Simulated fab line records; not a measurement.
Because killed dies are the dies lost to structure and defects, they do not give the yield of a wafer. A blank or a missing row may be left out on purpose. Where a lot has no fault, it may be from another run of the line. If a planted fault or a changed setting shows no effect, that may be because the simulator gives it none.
fab line records | flow n5Finfet
[record] lots = 9 wafers = 27 lastDay = 18
route steps=1938 shown SD_EPI_N@287 SD_EPI_P@303 BEOL_M4@1111 PASSIVATION@1936
lots with no fault: from the same line, run without faults
startH: hours from the record's opening day to when the first of the lot's shown wafers began | waitH: hours elapsed since this lot's preceding step | " unchanged from the row above | L1.1+2: several wafers, shown together as one row | - no value, or no start was given | * or withheld: withheld | < > ~ a bound
route shown NAME@n: a module of which the file shows steps, and the number in the route of the first | usual: mean/standard deviation taken from wafers without a fault | same: alike in all rows | chamber/n: place in a boat | sites: per-site readings | _std_site: standard deviation of those values | _edge_site: mean of outer sites minus mean of inner sites | radiusMm: how far each site lies from the wafer's centre | mask NAME#n: copy n | behind: the last tool/chamber to shape the wafer | hold: why the lot went on hold/how many hours it stayed there/how the hold came to an end | device: the n, p or np transistor that did not switch | end of line: at the end of the route, the tests of the same wafers | a step without rows: its recipe alone | killed: dies lost to structure and defects at the first sort, not the wafer's yield | map: dies across one wafer; x = killed, . = not, _ = none there
set.NAME: the setting as run; set.NAME@STEP: as run at that earlier step | model.NAME: the simulator's own value behind a step, which no gauge read
route steps across a sampled set of lots; one table per step, one row per wafer
services: from which hour (startH, from the record's first day; less than 0 if before it) a tool's chamber was out of use, for how many hours, and why
[[steps]]
[step N5_SD_EPI_N_VAPOR_ETCH_50]
[recipe] chemistry = HCl target = Si tempC = 775 timeS = 54 pressureTorr = 20 mode = isotropic
[usual] throttleValvePct = 11.27/0.2
[same] timeS = 54
// columns lot.wafer tool chamber startH waitH throttleValvePct
L146.3 epiRpcvd-03 0 57.32 0.2 11.24
L146.4 " 0 " " 11.30
L146.5 " 0 " " 11.32
L151.1 epiRpcvd-01 0 89.22 0.4 11.20
L151.2 " 0 " " 11.33
L151.5 " 0 " " 11.43
L156.1 epiRpcvd-03 0 117.13 0.3 11.33
L156.3 " 0 " " 11.14
L156.5 " 0 " " 11.26
L157.1 epiRpcvd-03 0 122.44 0.4 11.50
L157.2 " 0 " " 10.97
L157.6 " 0 " " 11.50
L158.1 epiRpcvd-02 0 134.02 0.3 11.01
L158.5 " 0 " " 11.22
L158.6 " 0 " " 11.03
L164.1 epiRpcvd-03 0 165.73 0.4 11.17
L164.2 " 0 " " 11.19
L164.6 " 0 " " 11.39
L165.3 epiRpcvd-03 0 172.02 0.3 11.44
L165.4 " 0 " " 11.49
L165.6 " 0 " " 11.33
L166.1 epiRpcvd-03 0 177.00 0.4 11.49
L166.5 " 0 " " 11.54
L166.6 " 0 " " 11.39
L167.1 epiRpcvd-02 0 181.93 0.3 10.96
L167.2 " 0 " " 11.08
L167.4 " 0 " " 10.90
[step N5_SD_EPI_P_CD_MEAS_09]
[recipe] targetCdNm = 240 landingEnergyEv = 500 detector = seInlens
[usual] cdNm = 240.3/1.2
// columns lot.wafer tool chamber startH waitH cdNm
L146.3 cdSem-01 0 60.45 - 238.4
L146.4 " 0 " " 238.4
L146.5 " 0 " " 239.5
L151.1 cdSem-01 0 93.83 - 240.1
L151.2 " 0 " " 241.8
L151.5 " 0 " " 240.4
L156.1 cdSem-01 0 119.98 - 241.9
L156.3 " 0 " " 239.8
L156.5 " 0 " " 241.6
L157.1 cdSem-03 0 126.66 - 240.0
L157.2 " 0 " " 239.3
L157.6 " 0 " " 240.7
L158.1 cdSem-02 0 136.87 - 237.9
L158.5 " 0 " " 239.1
L158.6 " 0 " " 239.3
L164.1 cdSem-01 0 169.25 - 241.1
L164.2 " 0 " " 241.3
L164.6 " 0 " " 239.3
L165.3 cdSem-02 0 175.41 - 239.9
L165.4 " 0 " " 239.8
L165.6 " 0 " " 240.8
L166.1 cdSem-02 0 180.60 - 242.6
L166.5 " 0 " " 240.9
L166.6 " 0 " " 240.0
L167.1 cdSem-02 0 184.91 - 240.4
L167.2 " 0 " " 238.7
L167.4 " 0 " " 240.8
[step N5_SD_EPI_P_ETCHBACK_46]
[recipe] chemistry = CH3F/O2 mode = anisotropicEtchback target = SiNx targetDepthA = 175 stopOn = SiO2 overEtchFrac = 0.3 ionEnergyEv = 120 pressureMtorr = 30 sourceW = 395 biasW = 73 Ar_flow_sccm = 150 CH3F_flow_sccm = 30 O2_flow_sccm = 20
[usual] drypumpMotorCurrentA = 5.8/0.56 oes_f_703_au = 0.75/0.07 oesProductAu = 0.64/0.052 rfVppV = 294/7.4 showerheadPlenumPTorr = 2.01/0.067 throttleValvePct = 16.27/0.2
// columns lot.wafer tool chamber startH waitH drypumpMotorCurrentA oes_f_703_au oesProductAu rfHoursCounterH rfVppV showerheadPlenumPTorr throttleValvePct
L146.3 rieDiel-04 1 60.95 0.0 6.2 0.76 0.64 159 300 2.08 16.06
L146.4 " 3 " " 5.9 0.71 0.62 196 292 1.90 16.35
L146.5 " 0 " " 5.3 0.79 0.67 - 285 2.10 16.35
L151.1 rieDiel-04 3 94.33 0.0 5.9 0.70 0.61 206 293 1.90 16.38
L151.2 " 2 " " 4.9 0.77 0.65 180 291 2.06 16.25
L151.5 " 3 " " 5.9 0.70 0.61 - 292 1.90 16.35
L156.1 rieDiel-02 3 121.13 0.0 6.5 0.71 0.63 172 289 2.00 16.38
L156.3 " 2 " " 6.3 0.75 0.64 166 283 1.93 16.35
L156.5 " 2 " " 6.3 0.75 0.63 - 283 1.92 16.37
L157.1 rieDiel-02 2 127.16 0.0 6.3 0.75 0.63 168 285 1.92 16.36
L157.2 " 1 " " 5.0 0.70 0.61 210 307 2.04 16.02
L157.6 " 0 " " 6.4 0.73 0.58 - 297 2.04 16.37
L158.1 rieDiel-02 1 137.37 0.0 5.1 0.70 0.61 213 308 2.04 16.03
L158.5 " 1 " " 5.1 0.70 0.61 - 307 2.04 16.03
L158.6 " 3 " " 6.4 0.70 0.63 - 287 2.00 16.40
L164.1 rieDiel-04 0 169.80 0.0 5.3 0.76 0.65 150 286 2.08 16.41
L164.2 " 1 " " 6.3 0.73 0.62 195 300 2.07 16.09
L164.6 " 1 " " 6.2 0.73 0.63 - 299 2.07 16.11
L165.3 rieDiel-04 2 175.91 0.0 4.9 0.75 0.63 199 291 2.05 16.27
L165.4 " 3 " " 5.9 0.68 0.59 233 292 1.89 16.43
L165.6 " 0 " " 5.3 0.75 0.65 - 286 2.08 16.41
L166.1 rieDiel-04 0 181.30 0.0 5.3 0.75 0.65 153 286 2.08 16.41
L166.5 " 0 " " 5.3 0.75 0.64 - 285 2.08 16.41
L166.6 " 2 " " 4.9 0.75 0.62 - 290 2.05 16.27
L167.1 rieDiel-02 1 185.42 0.0 5.1 0.69 0.60 228 308 2.03 16.05
L167.2 " 0 " " 6.4 1.02 0.81 10 298 2.03 15.85
L167.4 " 3 " " 6.5 0.69 0.62 191 289 1.99 16.44
[step N5_SD_EPI_P_STRIP_40]
[recipe] chemistry = N2/H2 powerW = 1000 tempC = 250 h2Frac = 0.65 overashFraction = 0.3 pressureMtorr = withheld n2FlowSccm = 1750 h2FlowSccm = 3250
[usual] drypumpMotorCurrentA = 5.88/0.15 h2FlowSccm = 3250/11 heaterPowerW = 348/53 n2FlowSccm = 1750/4.9 oesProductAu = 0.762/0.011
// columns lot.wafer tool chamber startH waitH drypumpMotorCurrentA h2FlowSccm heaterPowerW n2FlowSccm oesProductAu rfHoursCounterH
L146.3 plasmaAsher-01 0 61.41 0.0 6.04 3261 404 1749 0.742 -
L146.4 " 1 " " 5.97 3227 280 1750 0.772 -
L146.5 " 1 " " 5.96 3241 276 1742 0.758 -
L151.1 plasmaAsher-02 0 94.75 0.0 5.57 3247 302 1747 0.768 91
L151.2 " 1 " " 5.96 3254 408 1754 0.770 91
L151.5 " 1 " " 5.93 3262 381 1760 0.762 -
L156.1 plasmaAsher-01 0 121.54 0.0 - - - - - -
L156.3 " 0 " " - - - - - -
L156.5 " 0 " " - - - - - -
L157.1 plasmaAsher-01 1 127.58 0.0 - - - - - -
L157.2 " 0 " " - - - - - -
L157.6 " 1 " " - - - - - -
L158.1 plasmaAsher-02 0 137.79 0.0 - - - - - -
L158.5 " 1 " " - - - - - -
L158.6 " 0 " " - - - - - -
L164.1 plasmaAsher-01 1 170.22 0.0 5.95 3257 280 1743 0.763 55
L164.2 " 0 " " 6.04 3231 402 1755 0.768 55
L164.6 " 0 " " 6.03 3251 400 1748 0.753 -
L165.3 plasmaAsher-02 0 176.35 0.0 5.64 3269 314 1751 0.753 -
L165.4 " 1 " " 5.93 3246 390 1748 0.764 -
L165.6 " 0 " " 5.67 3259 304 1751 0.754 -
L166.1 plasmaAsher-02 0 181.71 0.0 5.65 3234 303 1742 0.757 109
L166.5 " 0 " " 5.67 3250 304 1750 0.775 -
L166.6 " 1 " " 5.93 3247 390 1753 0.773 -
L167.1 plasmaAsher-01 1 185.83 0.0 5.97 3273 288 1752 0.766 58
L167.2 " 0 " " 5.98 3266 406 1752 0.767 58
L167.4 " 1 " " 5.94 3266 286 1742 0.768 -
[step N5_SD_EPI_P_INSPECT_26]
[recipe] inspectInstrument = darkfield mode = postEpi
[usual] rawDefectCount = 172/37
// columns lot.wafer tool chamber startH waitH rawDefectCount
L146.3 defectInspect-02 - 64.28 0.0 152
L146.4 " - " " 158
L146.5 " - " " 228
L151.1 defectInspect-02 - 98.47 0.0 202
L151.2 " - " " 217
L151.5 " - " " 243
L156.1 defectInspect-01 - 124.45 0.0 1370
L156.3 " - " " 1355
L156.5 " - " " 1452
L157.1 defectInspect-02 - 131.31 0.0 1387
L157.2 " - " " 1390
L157.6 " - " " 1489
L158.1 defectInspect-01 - 140.67 0.0 1389
L158.5 " - " " 1377
L158.6 " - " " 1377
L164.1 defectInspect-02 - 173.95 0.0 165
L164.2 " - " " 145
L164.6 " - " " 144
L165.3 defectInspect-02 - 180.06 0.0 139
L165.4 " - " " 157
L165.6 " - " " 164
L166.1 defectInspect-02 - 185.44 0.0 189
L166.5 " - " " 187
L166.6 " - " " 125
L167.1 defectInspect-02 - 188.72 0.0 177
L167.2 " - " " 119
L167.4 " - " " 116
[step N5_BEOL_M4_RC_MEAS_101]
[usual] DIBL_N = 37.0/2.3 DIBL_P = 37.3/2.8 IOFF_N = 0.17/0.046 IOFF_P = 0.23/0.054 ION_N = 675/14 ION_P = 460/9.3 SS_N = 71.7/0.73 SS_P = 73.6/0.95 VT_N = 249/3.9 VT_P = -250/3.9
// columns lot.wafer tool chamber startH waitH DIBL_N[mV/V] DIBL_P[mV/V] IOFF_N[nA/um] IOFF_P[nA/um] ION_N[uA/um] ION_P[uA/um] SS_N[mV/dec] SS_P[mV/dec] VT_N[mV] VT_P[mV]
L146.3 prober-02 0 170.31 0.3 37.4 37.6 0.19 0.22 677 457 72.1 73.7 250 -249
L146.4 " 0 " " 36.8 37.4 0.17 0.22 667 453 71.1 75.0 249 -251
L146.5 " 0 " " 39.6 40.9 0.25 0.29 688 457 72.2 76.1 245 -248
L151.1 prober-02 0 200.18 0.0 35.3 36.6 0.15 0.19 670 458 71.4 73.1 253 -255
L151.2 " 0 " " 38.5 39.5 0.22 0.25 703 474 72.1 73.8 245 -251
L151.5 " 0 " " 39.3 40.8 0.23 0.27 706 471 72.3 74.8 248 -249
L164.1 prober-02 0 288.93 0.0 36.2 33.2 0.15 0.18 670 456 71.6 72.5 253 -253
L164.2 " 0 " " 37.1 35.2 0.17 0.21 676 454 71.7 72.8 250 -253
L164.6 " 0 " " 35.3 33.1 0.13 0.18 677 466 70.6 73.1 252 -250
L165.3 prober-01 0 302.09 0.3 38.3 39.4 0.20 0.24 673 456 71.8 73.6 247 -251
L165.4 " 0 " " 36.8 38.0 0.17 0.21 671 455 72.3 72.9 250 -252
L165.6 " 0 " " 37.2 38.0 0.18 0.22 666 455 71.8 73.7 248 -250
L166.1 prober-01 0 308.46 0.0 37.8 36.6 0.16 0.20 677 459 71.3 73.3 250 -256
L166.5 " 0 " " 38.4 36.6 0.16 0.21 656 444 71.8 72.9 253 -252
L166.6 " 0 " " 40.4 38.7 0.22 0.24 668 451 72.2 73.2 247 -253
L167.1 prober-02 0 319.71 0.0 37.7 38.9 0.19 0.28 670 460 72.9 73.9 249 -247
L167.2 " 0 " " 40.0 40.9 0.24 0.30 696 474 73.1 74.6 244 -245
L167.4 " 0 " " 35.8 37.0 0.15 0.23 677 471 71.6 73.2 250 -248
[step N5_PASSIVATION_PROBE_49]
[usual] defectLimitedYield = 91.5/1.3 killed_at_M0_to_M3 = 36/10 killed_at_M4_up = 13/4.7 killedAtContacts = 13/6.7 killedAtFrontEnd = 37/9.7 killedAtOther = 2.6/2.3 killedDies = 101/15 killedOnRim = 14/4.3 killedOpen = 67/12 killedShort = 32/6.7 sort_bin_4_leakage = 0.0/0.31 sort_bin_5_function = 5.0/0.89 sort_bin_6_memory = 3.2/0.63 sort_bin_8_speed = 0.01/0.03 sortNPass = 1079/16 sortYieldPct = 91.4/1.4
[same] grossDies = 1180 killedAtBackSide = 0
// columns lot.wafer tool chamber startH waitH defectLimitedYield[%] killed_at_M0_to_M3 killed_at_M4_up killedAtContacts killedAtFrontEnd killedAtOther killedDies killedOnRim killedOpen killedShort sort_bin_4_leakage[%] sort_bin_5_function[%] sort_bin_6_memory[%] sort_bin_8_speed[%] sortNPass sortYieldPct[%]
L156.1 prober-02 - 349.39 0.0 0 32 14 13 1120 1 1180 152 68 21 0 97.8 2.2 0 0 0
L156.3 prober-02 - 349.49 0.1 0 47 16 17 1094 6 1180 152 78 34 0 96.5 3.3 0 0 0
L156.5 prober-02 - 349.59 0.2 0 31 22 14 1113 0 1180 152 71 31 0 96.0 3.6 0 0 0
L157.1 prober-01 - 364.05 0.0 0 34 11 14 1117 4 1180 152 77 26 0 95.8 3.9 0 0 0
L157.2 prober-01 - 364.10 0.1 0 25 19 6 1129 1 1180 152 56 31 0 96.7 3.1 0 0 0
L157.6 prober-01 - 364.30 0.3 0 27 8 13 1129 3 1180 152 57 31 0 96.6 3.3 0 0 0
L158.1 prober-02 - 368.33 0.0 0 23 10 9 1132 6 1180 152 44 20 0 97.6 2.2 0 0 0
L158.5 prober-02 - 368.53 0.2 0 24 9 15 1128 4 1180 152 50 26 0 96.5 3.0 0 0 0
L158.6 prober-02 - 368.58 0.3 0 53 8 6 1110 3 1180 152 71 35 0 95.1 4.3 0 0 0
// killed by level:class
L156.1 SD_EPI_P:areaEpi=1087 MOL_CONTACT_COAG:geometricParticle:open=11 STI_FIN_REVEAL:geometricParticle:open=10 BEOL_M0_SAQP:geometricParticle:open=7 BEOL_M1:geometricParticle:open=7 BEOL_M3:geometricParticle:open=6 BEOL_M4:geometricParticle:open=6 STI_FIN_REVEAL:geometricParticle:short=4
L156.3 SD_EPI_P:areaEpi=1067 MOL_CONTACT_COAG:geometricParticle:open=15 BEOL_M2:geometricParticle:open=14 BEOL_M4:geometricParticle:open=11 BEOL_M1:geometricParticle:open=9 BEOL_M0_SAQP:geometricParticle:short=8 BEOL_M0_SAQP:geometricParticle:open=7 GATE_CUT:geometricParticle:short=5
L156.5 SD_EPI_P:areaEpi=1078 MOL_CONTACT_COAG:geometricParticle:open=11 BEOL_M1:geometricParticle:open=7 BEOL_M3:geometricParticle:open=7 STI_FIN_REVEAL:geometricParticle:open=6 GATE_CUT:geometricParticle:open=6 BEOL_M4:geometricParticle:open=5 DUMMY_GATE:geometricParticle:open=4
L157.1 SD_EPI_P:areaEpi=1076 MOL_CONTACT_COAG:geometricParticle:open=14 BEOL_M1:geometricParticle:open=9 STI_FIN_REVEAL:geometricParticle:open=8 FIN_SAQP:geometricParticle:open=7 BEOL_M0_SAQP:geometricParticle:open=7 BEOL_M3:geometricParticle:open=7 FIN_SAQP:geometricParticle:short=6
L157.2 SD_EPI_P:areaEpi=1091 BEOL_M4:geometricParticle:open=14 BEOL_M0_SAQP:geometricParticle:short=9 BEOL_M0_SAQP:geometricParticle:open=7 MOL_CONTACT_COAG:geometricParticle:open=6 STI_FIN_REVEAL:geometricParticle:open=6 STARTING-WAFER:geometricParticle:short=5 BEOL_M1:geometricParticle:open=5
L157.6 SD_EPI_P:areaEpi=1091 MOL_CONTACT_COAG:geometricParticle:open=11 BEOL_M0_SAQP:geometricParticle:short=10 FIN_SAQP:geometricParticle:open=8 FIN_SAQP:geometricParticle:short=7 STI_FIN_REVEAL:geometricParticle:open=7 BEOL_M0_SAQP:geometricParticle:open=7 BEOL_M1:geometricParticle:open=5
L158.1 SD_EPI_P:areaEpi=1115 MOL_CONTACT_COAG:geometricParticle:open=7 BEOL_M1:geometricParticle:open=6 FIN_SAQP:geometricParticle:open=4 GATE_CUT:geometricParticle:short=4 BEOL_M3:geometricParticle:open=4 FIN_SAQP:geometricParticle:short=3 BEOL_M0:geometricParticle:open=3
L158.5 SD_EPI_P:areaEpi=1101 MOL_CONTACT_COAG:geometricParticle:open=13 FIN_SAQP:geometricParticle:short=6 BEOL_M3:geometricParticle:open=5 FIN_CUT:geometricParticle:short=4 FIN_SAQP:geometricParticle:open=3 STI_FIN_REVEAL:geometricParticle:open=3 BEOL_M0_SAQP:geometricParticle:open=3
L158.6 SD_EPI_P:areaEpi=1072 BEOL_M2:geometricParticle:open=14 BEOL_M3:geometricParticle:open=10 GATE_CUT:geometricParticle:open=7 BEOL_M0_SAQP:geometricParticle:short=6 BEOL_M0_SAQP:geometricParticle:open=6 BEOL_M2:geometricParticle:short=6 DUMMY_GATE:geometricParticle:open=5
[[services]]
// columns tool chamber startH hours kind
rieDiel-02 - 56.31 0.1 repair
epiRpcvd-02 - 97.85 1.3 repair
rieDiel-04 2 105.53 3.5 repair
rieDiel-02 0 133.14 - clean
rieDiel-02 0 133.14 - consumableReplace:focusRing
rieDiel-02 0 133.14 16.0 scheduledDown
rieDiel-02 0 133.14 16.0 ventCycle
rieDiel-04 2 140.05 19.5 repair
epiRpcvd-03 - 160.54 0.5 pm
epiRpcvd-01 - 167.34 0.5 repair
rieDiel-04 3 180.80 1.6 repair
[[key]]
[firstSign] step = N5_SD_EPI_P_STRIP_40 reading = toolRecord direction = missing
[effect] step = N5_SD_EPI_P_INSPECT_26 reading = rawDefectCount direction = up sigmas = 33 usual = 172 struck = 1398
[effect] step = N5_PASSIVATION_PROBE_49 reading = killedAtFrontEnd direction = up sigmas = 99+ usual = 37 struck = 1119
[moreKillsBornAt] N5_SD_EPI_P_EPI_21@epiRpcvd-01 = 9778
metAt N5_SD_EPI_P_STRIP_40
struckLots L156,L157,L158
laterRowsLeftOut L156.1,L156.3,L156.5,L157.1,L157.2,L157.6,L158.1,L158.5,L158.6
notActingAt N5_SD_EPI_N_VAPOR_ETCH_50,N5_SD_EPI_P_CD_MEAS_09,N5_SD_EPI_P_ETCHBACK_46
onsetBetween 94.75 121.54
[fault] kind = skippedStepWhole tool = plasmaAsher-01,plasmaAsher-02 chamber = - onsetH = 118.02 steps = N5_SD_EPI_P_STRIP_40 scope = struckLotsOnly
// laterRowsLeftOut: the simulator's readings of these wafers behind a module that went badly wrong aren't trusted and aren't shown, but for the sort
